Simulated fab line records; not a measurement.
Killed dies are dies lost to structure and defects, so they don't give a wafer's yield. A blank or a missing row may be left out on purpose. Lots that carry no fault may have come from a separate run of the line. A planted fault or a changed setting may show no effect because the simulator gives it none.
Comparing a struck lot with a sound one -- flow n5 finfet -- 39 out of 1938 route steps
Sound: the wafers L164.2, L164.3, L164.5. Struck: wafer L172.4. (L172.2 of the same lot was not struck and is left out.) The cause comes at the end.
Each step with rows lists, per side, the tool, then ch with its chambers, then its first start. Under that, the readings that differ: sound wafers -- struck wafers -- difference of the means -- sigmas: that difference in standard deviations of wafers without a fault.
alike: readings whose means differ by less than 2 such deviations, and words and numbers that are the same on both sides. not compared: withheld readings, readings that some wafer has no value for, bounds like >300 that may hide the same value, and numbers for which the record gives no deviation and whose values overlap.
A row with sigmas, a row that says differs or no value, or rows on one side alone: a step with any of these is where the two part. Non-overlapping numbers with no deviation appear without sigmas and do not part them. A reading missing from all wafers of one side parts the sides only when that side holds two or more wafers.

first, 9 steps without rows for these wafers: N5_SDB_CMP_30 (polishes, stops on poly-Si, t overpolish 1.54 s, target thk 30 nm); N5_DUMMY_REMOVAL_HM_STRIP_01 (strips SiNx in CH3F/O2, stops on poly-Si, target depth 4 nm, time 6.8 s); N5_DUMMY_REMOVAL_STRIP_10 (strips in N2/H2, time 40 s); N5_DUMMY_REMOVAL_PRECLEAN_07 (cleans in dHF, time 30 s); N5_DUMMY_REMOVAL_DUMMY_REMOVE_02 (chemistry TMAH, target poly-Si, stops on SiO2, target depth 142 nm, time 57 s, rinse time 30 s); N5_DUMMY_REMOVAL_PRECLEAN_08 (cleans in NF3:NH3, afs cycles 2, time 20 s, sublimation time 60 s); N5_DUMMY_REMOVAL_PRECLEAN_04 (cleans in DHF, time 37 s); N5_DUMMY_REMOVAL_SRD_05 (time 30 s); N5_HKMG_FIN_IL_REGROW_00 (material SiO2, chemistry O3, target thk 0.75 nm, time 30 s).
N5_HKMG_FIN_HK_ALD_01: deposits HfO2, target thk 1.6 nm, pulse time 3 s, purge time 3 s.
  sound on ald hk-01 ch 0,1,3, day 5 05:04; struck on ald hk-01 ch 0, day 7 07:03
reading,sound,struck,difference,sigmas
ald cycles,30 30 30,54,+24,
model.HfO2_of_HKMG_FIN_HK_ALD_01.thk nm (nm),1.6 1.6 1.6,2.8,+1.2,
  alike: precursor pulse height rel
then, 26 steps without rows for these wafers: N5_HKMG_FIN_HK_ANNEAL_02 (time 30 s); N5_HKMG_FIN_ALD_74 (deposits La2O3, target thk 0.5 nm, pulse time 6 s, co reactant pulse time 1 s); N5_HKMG_FIN_ALD_75 (deposits Al2O3, target thk 1 nm, co reactant pulse time 1 s); N5_HKMG_FIN_COAT_41 (time 60 s, resist thk 300 nm); N5_HKMG_FIN_COAT_42 (time 60 s, resist thk 35 nm); N5_HKMG_FIN_COAT_43 (resist thk 90 nm); N5_HKMG_FIN_EBR_45; N5_HKMG_FIN_SOFTBAKE_44 (time 60 s); N5_HKMG_FIN_EXPOSE_46 (exposes mask NDIPOLE); N5_HKMG_FIN_PEB_47 (peb time 60 s); N5_HKMG_FIN_DEVELOP_48 (develop time 30 s); N5_HKMG_FIN_DESCUM_53 (chemistry O2, time 7.9 s); N5_HKMG_FIN_ETCH_54 (etches SiARC in CF4, target depth 45.5 nm, time 75.8 s); N5_HKMG_FIN_ETCH_55 (etches SOC in N2/H2, target depth 240 nm, time 300 s); N5_HKMG_FIN_STRIP_56 (strips in N2/H2); N5_HKMG_FIN_STRIP_57 (strips in CF4); N5_HKMG_FIN_ETCH_58 (etches SOC in N2/H2, target depth 215.8 nm, time 741 s); N5_HKMG_FIN_STRIP_93 (strips SOC in N2/H2, time 20 s); N5_HKMG_FIN_WET_ETCH_76 (etches Al2O3 in dNH4OH, stops on La2O3, target depth 2.25 nm, rinse time 30 s); N5_HKMG_FIN_STRIP_60 (strips in N2/H2, time 360 s); N5_HKMG_FIN_WET_ETCH_77 (etches La2O3 in dHCl, stops on HfO2, target depth 2 nm); N5_HKMG_FIN_WET_ETCH_78 (etches Al2O3 in dNH4OH, stops on La2O3, target depth 4.5 nm, rinse time 30 s); N5_HKMG_FIN_ALD_79 (deposits TiN, target thk 1.5 nm, pulse time 1 s, purge time 3 s); N5_HKMG_FIN_CVD_62 (deposits a-Si from Si2H6, target thk 3 nm, time 20.8 s); N5_HKMG_FIN_RTA_80 (time 2 s); N5_HKMG_FIN_PRECLEAN_64 (cleans in dHF, time 30 s).
N5_HKMG_FIN_THK_MEAS_70: measures by xrf.
  sound on film metro-02, day 5 08:43; struck on film metro-01, day 7 11:02
reading,sound,struck,difference,sigmas
HK_THK (nm),1.583 1.572 1.569,2.815,+1.240,+59
-- the record jumps here: 4 days lie between the struck wafers' starts before and after (it left off in module HKMG_FIN and takes up again in module BEOL_M4, whose first step shown is number 1111 of the route) --
N5_BEOL_M4_RC_MEAS_101:
  sound on prober-02 ch 0, day 9 23:25; struck on prober-01 ch 0, day 11 18:34
reading,sound,struck,difference,sigmas
EOT_N,10.58 10.47 10.43,13.05,+2.56,+26
EOT_P,10.49 10.38 10.39,12.94,+2.52,+27
IGATE_N (nA/um),0.0110 0.0131 0.0129,0.0000,-0.0123,-7
IGATE_P (nA/um),0.0032 0.0038 0.0037,0.0000,-0.0036,-6
ION_N (uA/um),682 675 697,614,-71,-5
ION_P (uA/um),467 467 474,429,-40,-5
  alike: DIBL_N, DIBL_P, IOFF_N, IOFF_P, SS_N, SS_P, VT_N, VT_P
-- the record jumps here: 4 days lie between the struck wafers' starts before and after (it left off in module BEOL_M4 and takes up again in module PASSIVATION, whose first step shown is number 1936 of the route) --
N5_PASSIVATION_PROBE_49:
  sound on prober-02, day 14 14:32; struck on prober-01, day 15 15:56
reading,sound,struck,difference,sigmas
killed open,67 53 52,83,+26,+2
sort_bin_5_function (%),4.6 4.2 3.2,6.6,+2.6,+3
sort_bin_8_speed (%),0 0 0,79.8,+79.8,+61
sort n pass,1076 1092 1107,123,-969,-42
sort yield pct (%),91.2 92.5 93.8,10.4,-82.1,-43
  alike: defect limited yield, killed_at_M0_to_M3, killed_at_M4_up, killed at contacts, killed at front end, killed at other, killed dies, killed short, sort_bin_4_leakage, sort_bin_6_memory

## WHERE THEY PART
Earliest at N5_HKMG_FIN_THK_MEAS_70; latest, in this record, at N5_PASSIVATION_PROBE_49.

WHY: whatever the simulator had introduced
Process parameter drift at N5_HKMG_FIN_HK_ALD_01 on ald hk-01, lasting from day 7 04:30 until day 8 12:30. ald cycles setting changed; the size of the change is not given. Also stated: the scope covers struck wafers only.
